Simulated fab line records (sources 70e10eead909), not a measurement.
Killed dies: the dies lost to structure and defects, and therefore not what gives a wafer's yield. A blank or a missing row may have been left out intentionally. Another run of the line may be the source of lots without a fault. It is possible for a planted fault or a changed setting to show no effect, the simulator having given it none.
fab line records -- flow nand_harc
record: lots: 12, wafers: 36, last_day: 24
route steps=1159 shown P_GATE@150 P_CONTACT@238
lots untouched by any fault: they come from a run of this same line in which no faults occurred
start_h: hours from the record's first day to the start of the lot's first wafer shown -- wait_h: hours from the lot's prior step to this one -- " the same as in the row above -- L1.1+2: several wafers, shown together as one row -- - no value, or no start was given -- * or withheld: withheld -- < > ~ a bound
route shown NAME@n: names a module that has steps shown in the file, with the first one's number in the route -- usual: mean/standard deviation of fault-free wafers -- same: alike in all rows -- chamber/n: place in a boat -- sites: per-site readings -- _std_site: standard deviation across them -- _edge_site: outer sites' mean less inner sites' -- radius_mm: how far each site lies from the wafer's centre -- mask NAME#n: copy n -- behind: the last tool/chamber to shape the wafer -- hold: why the lot went on hold/how many hours it stayed there/how the hold came to an end -- device: whichever transistor did not switch (one of n, p or np) -- end of line: tests run on the same wafers once the route is complete -- a step without rows: its recipe alone -- killed: dies that structure and defects cost at the first sort, which is not the same as the wafer's yield -- map: shows each die of a wafer: x if killed, . if not, _ if none is there
set.NAME: the setting as run; set.NAME@STEP: as run at that earlier step -- model.NAME: the simulator's own value behind a step, which no gauge read
steps of the route over a sample of lots; a table a step, a row a wafer
services: a tool's chamber out of use, with start hour (start_h, from the record's first day; less than 0 if before it), hours out, and reason
== steps ==
step: NHARC_P_GATE_STRIP_108
recipe: o2_flow_sccm: 500, ar_flow_sccm: 0, bias_w: 0, chemistry: O2
usual: drypump_motor_current_A: 5.9/0.4, oes_product_au: 1.003/0.011, rf_vpp_V: 57.7/0.84, showerhead_plenum_p_Torr: 3.46/0.084, throttle_valve_pct: 17.037/0.0093
lot.wafer,tool,chamber,start_h,wait_h,drypump_motor_current_A,oes_product_au,rf_hours_counter_h,rf_vpp_V,showerhead_plenum_p_Torr,throttle_valve_pct
L631.3,rie_diel-03,0,90.80,-,6.5,1.006,15,57.1,3.35,17.048
L631.2,rie_diel-03,2,90.80,-,5.6,1.020,14,58.3,3.38,17.050
L631.6,rie_diel-03,0,90.80,-,6.5,1.015,-,59.8,3.35,17.027
L630.4,rie_diel-03,1,91.09,-,6.0,0.996,14,56.8,3.43,17.042
L630.3,rie_diel-03,0,91.09,-,6.5,1.022,15,56.7,3.35,17.047
L630.5,rie_diel-03,2,91.09,-,5.5,1.026,-,57.0,3.38,17.018
L633.2,rie_diel-08,3,101.65,-,5.6,0.998,60,56.1,3.47,17.012
L633.4,rie_diel-08,1,101.65,-,5.9,1.005,-,57.1,3.45,17.025
L633.5,rie_diel-08,2,101.65,-,6.5,1.014,-,58.1,3.62,17.041
L632.2,rie_diel-03,2,101.83,-,5.6,1.012,17,57.9,3.38,17.028
L632.4,rie_diel-03,0,101.83,-,6.5,1.007,18,57.1,3.35,17.038
L632.3,rie_diel-03,1,101.83,-,6.0,0.991,16,57.4,3.43,17.025
L636.3,rie_diel-08,3,120.34,-,5.6,0.982,65,59.2,3.46,17.035
L636.1,rie_diel-08,0,120.34,-,6.3,0.994,55,59.1,3.37,17.037
L636.6,rie_diel-08,3,120.34,-,5.5,0.968,-,57.9,3.46,17.030
L634.2,rie_diel-06,1,121.27,-,5.7,1.015,10,58.5,3.51,17.037
L634.1,rie_diel-06,2,121.27,-,6.5,0.983,8,58.1,3.50,17.029
L634.6,rie_diel-06,0,121.27,-,5.9,1.007,-,56.6,3.45,17.042
L635.1,rie_diel-03,2,121.82,-,5.6,1.012,19,57.3,3.38,17.031
L635.2,rie_diel-03,3,121.82,-,5.3,0.993,23,58.7,3.49,17.037
L635.5,rie_diel-03,0,121.82,-,6.5,1.003,-,58.3,3.35,17.029
L637.1,rie_diel-03,0,132.83,-,6.5,1.000,30,58.3,3.34,17.042
L637.2,rie_diel-03,1,132.83,-,6.0,0.985,27,59.3,3.42,17.034
L637.4,rie_diel-03,2,132.83,-,5.6,1.015,27,57.5,3.38,17.035
L642.2,rie_diel-03,3,164.61,-,5.2,1.002,44,56.9,3.48,17.027
L642.5,rie_diel-03,1,164.61,-,6.0,1.000,-,57.0,3.42,17.034
L642.6,rie_diel-03,2,164.61,-,5.6,1.024,-,57.6,3.37,17.042
L644.4,rie_diel-06,0,165.58,-,5.9,1.013,17,56.9,3.44,17.047
L644.3,rie_diel-06,1,165.58,-,5.7,1.010,15,56.7,3.50,17.041
L644.5,rie_diel-06,2,165.58,-,6.6,0.996,-,57.4,3.49,17.052
L650.1,rie_diel-03,2,208.83,-,5.6,1.024,52,56.6,3.36,17.036
L650.3,rie_diel-03,1,208.83,-,6.0,1.008,53,58.5,3.41,17.046
L650.6,rie_diel-03,3,208.83,-,5.3,1.020,-,57.3,3.47,17.043
L653.3,rie_diel-06,2,231.28,-,6.5,0.987,28,57.1,3.49,17.042
L653.4,rie_diel-06,3,231.28,-,5.6,1.000,30,57.9,3.60,17.047
L653.5,rie_diel-06,1,231.28,-,5.7,1.010,-,59.3,3.50,17.051
step: NHARC_P_GATE_ETCHBACK_37
recipe: target_depth_a: 345, time_s: 17.2, chf3_flow_sccm: 50, o2_flow_sccm: 10, ar_flow_sccm: 200, rf_w: 500, bias_w: 200, chemistry: CHF3/O2
usual: drypump_motor_current_A: 5.9/0.41, oes_product_au: 0.95/0.035, rf_vpp_V: 369.8/1.6, showerhead_plenum_p_Torr: 2.37/0.059, throttle_valve_pct: 20.572/0.0088
lot.wafer,tool,chamber,start_h,wait_h,drypump_motor_current_A,oes_product_au,rf_hours_counter_h,rf_vpp_V,showerhead_plenum_p_Torr,throttle_valve_pct
L631.3,rie_diel-03,3,-,-,5.3,0.93,19,370.2,2.38,20.577
L631.2,rie_diel-03,1,-,-,6.0,0.91,16,367.8,2.33,20.556
L631.6,rie_diel-03,3,-,-,5.3,0.94,-,369.4,2.38,20.567
L630.3,rie_diel-08,2,-,-,6.5,0.93,60,373.3,2.47,20.571
L630.4,rie_diel-08,1,-,-,5.9,0.93,-,368.9,2.35,20.575
L630.5,rie_diel-08,3,-,-,5.6,0.92,-,369.5,2.36,20.570
L633.4,rie_diel-06,2,-,-,6.6,0.92,7,371.2,2.38,20.572
L633.2,rie_diel-06,3,-,-,5.7,0.93,8,371.4,2.46,20.566
L633.5,rie_diel-06,3,-,-,5.7,0.93,-,372.0,2.46,20.578
L632.2,rie_diel-03,3,-,-,5.3,0.93,22,370.6,2.37,20.593
L632.3,rie_diel-03,0,-,-,6.5,0.93,22,368.0,2.28,20.565
L632.4,rie_diel-03,0,-,-,6.5,0.94,-,366.7,2.27,20.553
L636.1,rie_diel-06,3,-,-,5.7,1.00,12,370.8,2.46,20.562
L636.3,rie_diel-06,0,-,-,6.0,1.01,12,370.0,2.35,20.565
L636.6,rie_diel-06,0,-,-,6.0,1.00,-,369.7,2.35,20.571
L634.1,rie_diel-06,0,-,-,6.0,0.92,12,367.5,2.35,20.582
L634.2,rie_diel-06,2,-,-,6.5,0.91,11,368.6,2.38,20.592
L634.6,rie_diel-06,0,-,-,5.9,0.93,-,369.5,2.35,20.580
L635.2,rie_diel-06,0,-,-,5.9,0.93,13,370.0,2.35,20.577
L635.1,rie_diel-06,2,-,-,6.5,0.91,11,368.8,2.38,20.570
L635.5,rie_diel-06,3,-,-,5.7,0.93,-,373.2,2.46,20.577
L637.1,rie_diel-06,3,-,-,5.7,0.91,14,372.1,2.46,20.567
L637.2,rie_diel-06,0,-,-,5.9,0.93,14,369.0,2.35,20.564
L637.4,rie_diel-06,1,-,-,5.7,0.93,11,370.9,2.39,20.578
L642.2,rie_diel-06,1,-,-,5.7,0.94,16,371.4,2.38,20.579
L642.6,rie_diel-06,2,-,-,6.5,0.92,-,370.2,2.38,20.582
L642.5,rie_diel-06,3,-,-,5.7,0.91,-,373.2,2.46,20.570
L644.4,rie_diel-06,2,-,-,6.5,0.92,17,369.7,2.38,20.573
L644.3,rie_diel-06,3,-,-,5.7,0.91,18,372.3,2.46,20.578
L644.5,rie_diel-06,3,-,-,5.6,0.92,-,369.4,2.46,20.583
L650.3,rie_diel-06,1,-,-,5.6,0.93,27,369.4,2.38,20.575
L650.1,rie_diel-06,3,-,-,5.7,0.92,28,369.8,2.46,20.559
L650.6,rie_diel-06,2,-,-,6.6,0.92,-,369.2,2.37,20.577
L653.3,rie_diel-03,2,-,-,5.6,1.00,7,365.8,2.28,20.581
L653.4,rie_diel-03,1,-,-,6.0,1.00,8,367.6,2.31,20.548
L653.5,rie_diel-03,2,-,-,5.6,1.00,-,368.9,2.28,20.569
step: NHARC_P_GATE_STRIP_113
recipe: power_w: 1500, temp_c: 110, time_s: 740, chemistry: N2/H2
usual: drypump_motor_current_A: 6.1/0.33, heater_power_w: 89/8.6
lot.wafer,tool,chamber,start_h,wait_h,drypump_motor_current_A,heater_power_w,rf_hours_counter_h
L631.2,plasma_asher-01,0,108.51,0.3,6.0,91,0
L631.3,plasma_asher-01,1,108.51,0.3,6.5,110,-
L631.6,plasma_asher-01,0,108.51,0.3,6.0,92,-
L630.3,plasma_asher-02,1,108.98,0.4,6.3,86,-
L630.4,plasma_asher-02,0,108.98,0.4,5.7,82,-
L630.5,plasma_asher-02,1,108.98,0.4,6.3,85,-
L633.2,plasma_asher-02,1,116.92,0.2,6.3,89,37
L633.4,plasma_asher-02,1,116.92,0.2,6.3,85,-
L633.5,plasma_asher-02,0,116.92,0.2,5.6,81,-
L632.2,plasma_asher-02,1,119.12,0.2,6.2,89,38
L632.3,plasma_asher-02,1,119.12,0.2,6.2,87,-
L632.4,plasma_asher-02,0,119.12,0.2,5.6,82,-
L636.1,plasma_asher-02,1,135.96,0.4,6.2,87,44
L636.3,plasma_asher-02,0,135.96,0.4,5.6,81,-
L636.6,plasma_asher-02,1,135.96,0.4,6.2,88,-
L634.1,plasma_asher-02,0,136.75,0.6,5.6,81,44
L634.2,plasma_asher-02,1,136.75,0.6,6.2,89,44
L634.6,plasma_asher-02,1,136.75,0.6,6.3,85,-
L635.2,plasma_asher-01,1,137.32,0.3,6.5,105,10
L635.1,plasma_asher-01,0,137.32,0.3,6.0,89,10
L635.5,plasma_asher-01,1,137.32,0.3,6.5,109,-
L637.1,plasma_asher-01,1,147.93,0.2,6.5,104,14
L637.2,plasma_asher-01,0,147.93,0.2,6.0,90,14
L637.4,plasma_asher-01,0,147.93,0.2,6.0,93,-
L642.2,plasma_asher-02,1,179.80,0.2,6.2,86,61
L642.6,plasma_asher-02,1,179.80,0.2,6.2,87,-
L642.5,plasma_asher-02,0,179.80,0.2,5.6,80,-
L644.4,plasma_asher-02,1,180.83,0.3,6.2,86,-
L644.3,plasma_asher-02,0,180.83,0.3,5.6,80,-
L644.5,plasma_asher-02,1,180.83,0.3,6.2,89,-
L650.1,plasma_asher-01,1,225.86,0.2,6.5,106,34
L650.3,plasma_asher-01,1,225.86,0.2,6.5,109,-
L650.6,plasma_asher-01,0,225.86,0.2,6.0,94,-
L653.4,plasma_asher-01,1,247.22,0.3,6.5,103,-
L653.3,plasma_asher-01,0,247.22,0.3,6.0,91,-
L653.5,plasma_asher-01,1,247.22,0.3,6.5,108,-
step: NHARC_P_CONTACT_ETCH_18
recipe: target_depth_a: 4810, time_s: 240.5, c4f8_flow_sccm: 20, o2_flow_sccm: 10, ar_flow_sccm: withheld, rf_w: 600, bias_w: 1500, chemistry: C4F8/O2/Ar
usual: oes_product_au: 0.961/0.019, rf_vpp_V: 976/5.5, run_length_s: 261.9/0.34
lot.wafer,tool,chamber,start_h,wait_h,oes_product_au,rf_hours_counter_h,rf_vpp_V,run_length_s
L631.2,rie_diel-10,3,113.33,-,0.962,9,976,261.7
L631.3,rie_diel-10,2,113.33,-,0.956,12,984,261.2
L631.6,rie_diel-10,0,113.33,-,0.963,-,970,262.0
L630.3,rie_diel-10,2,113.74,-,0.970,12,984,261.8
L630.4,rie_diel-10,3,113.74,-,0.973,10,977,261.7
L630.5,rie_diel-10,2,113.74,-,0.967,-,986,261.0
L633.4,rie_diel-04,0,121.65,-,0.957,0,969,261.8
L633.2,rie_diel-04,3,121.65,-,0.954,0,969,261.8
L633.5,rie_diel-04,0,121.65,-,0.959,-,969,262.2
L632.3,rie_diel-04,2,124.27,-,0.977,1,981,262.1
L632.2,rie_diel-04,0,124.27,-,0.971,1,970,262.0
L632.4,rie_diel-04,0,124.27,-,0.968,-,969,262.0
L636.1,rie_diel-10,2,140.79,-,0.972,15,985,261.1
L636.3,rie_diel-10,1,140.79,-,0.985,15,976,261.7
L636.6,rie_diel-10,2,140.79,-,0.974,-,983,261.0
L634.1,rie_diel-10,3,141.44,-,0.971,12,977,262.2
L634.2,rie_diel-10,1,141.44,-,0.949,16,975,262.4
L634.6,rie_diel-10,3,141.44,-,0.965,-,978,261.9
L635.1,rie_diel-10,3,142.09,-,0.954,13,976,261.9
L635.2,rie_diel-10,0,142.09,-,0.937,15,969,261.7
L635.5,rie_diel-10,0,142.09,-,0.939,-,969,262.1
L637.2,rie_diel-10,0,152.72,-,0.952,16,969,261.9
L637.1,rie_diel-10,1,152.72,-,0.970,18,974,261.8
L637.4,rie_diel-10,2,152.72,-,0.979,17,983,261.2
L642.2,rie_diel-04,3,184.70,-,0.956,6,970,261.7
L642.6,rie_diel-04,0,184.70,-,0.977,-,970,261.8
L642.5,rie_diel-04,1,184.70,-,0.958,-,980,204.5
L644.3,rie_diel-04,1,185.45,-,0.976,6,979,204.5
L644.4,rie_diel-04,2,185.45,-,0.971,7,983,262.1
L644.5,rie_diel-04,0,185.45,-,0.986,-,969,261.8
L650.3,rie_diel-12,3,230.96,-,0.936,11,984,261.4
L650.1,rie_diel-12,0,230.96,-,0.945,10,977,261.9
L650.6,rie_diel-12,1,230.96,-,0.941,-,971,261.7
L653.3,rie_diel-10,3,251.95,-,0.984,7,975,261.7
L653.4,rie_diel-10,0,251.95,-,0.961,7,969,261.8
L653.5,rie_diel-10,0,251.95,-,0.957,-,969,262.1
== services ==
tool,chamber,start_h,hours,kind
rie_diel-06,2,76.80,3.0,repair
rie_diel-04,2,77.35,6.7,repair
rie_diel-10,3,86.90,15.4,repair
rie_diel-10,0,89.47,4.8,repair
rie_diel-04,1,89.75,9.2,repair
plasma_asher-01,-,99.00,9.0,pm
rie_diel-04,-,99.84,9.8,repair
rie_diel-03,2,109.62,5.1,repair
rie_diel-04,-,111.90,9.0,pm
rie_diel-04,3,122.92,4.4,repair
rie_diel-08,-,124.81,9.0,pm
rie_diel-06,1,126.16,8.0,repair
rie_diel-10,-,176.50,9.0,pm
plasma_asher-02,-,183.00,9.0,pm
rie_diel-03,-,187.98,0.3,repair
rie_diel-06,2,192.73,4.4,repair
plasma_asher-02,-,192.79,2.4,repair
plasma_asher-01,-,197.17,9.4,repair
rie_diel-03,-,198.59,8.3,repair
rie_diel-06,0,201.17,12.3,repair
rie_diel-06,-,213.30,0.8,repair
rie_diel-03,-,215.49,9.0,pm
rie_diel-06,2,235.22,12.8,repair
rie_diel-06,-,241.25,9.0,pm
== key ==
first_sign: step: NHARC_P_CONTACT_ETCH_18, reading: run_length_s, direction: down, sigmas: 99+, usual: *, struck: *
effect none on later readings
met_at NHARC_P_CONTACT_ETCH_18
struck_lots L642,L644
struck_wafers L642.5,L644.3
later_rows_left_out L642.5,L644.3
sort_left_out L642.5,L644.3
tester_left_out L642,L644
not_acting_at NHARC_P_GATE_STRIP_108,NHARC_P_GATE_ETCHBACK_37,NHARC_P_GATE_STRIP_113
fault: kind: process_parameter_drift, tool: rie_diel-04, chamber: 1, onset_h: 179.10, steps: NHARC_P_CONTACT_ETCH_18, channel: time_s, offset: *, shape: step, end_h: 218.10, acts_in: *, stated: *
tester_left_out: of these lots the tester's yield and bins aren't shown, on N5 and GAA mostly nor the transistor test; their killed dies are dies lost to structure and defects alone, not to doping, threshold or leakage, so they don't give the yield
sort_left_out: the simulated sort isn't trusted on such a fault, so these wafers' sort isn't shown, and their yield isn't known
later_rows_left_out: the simulator's readings of these wafers behind a module that went badly wrong aren't trusted and aren't shown, but for the sort
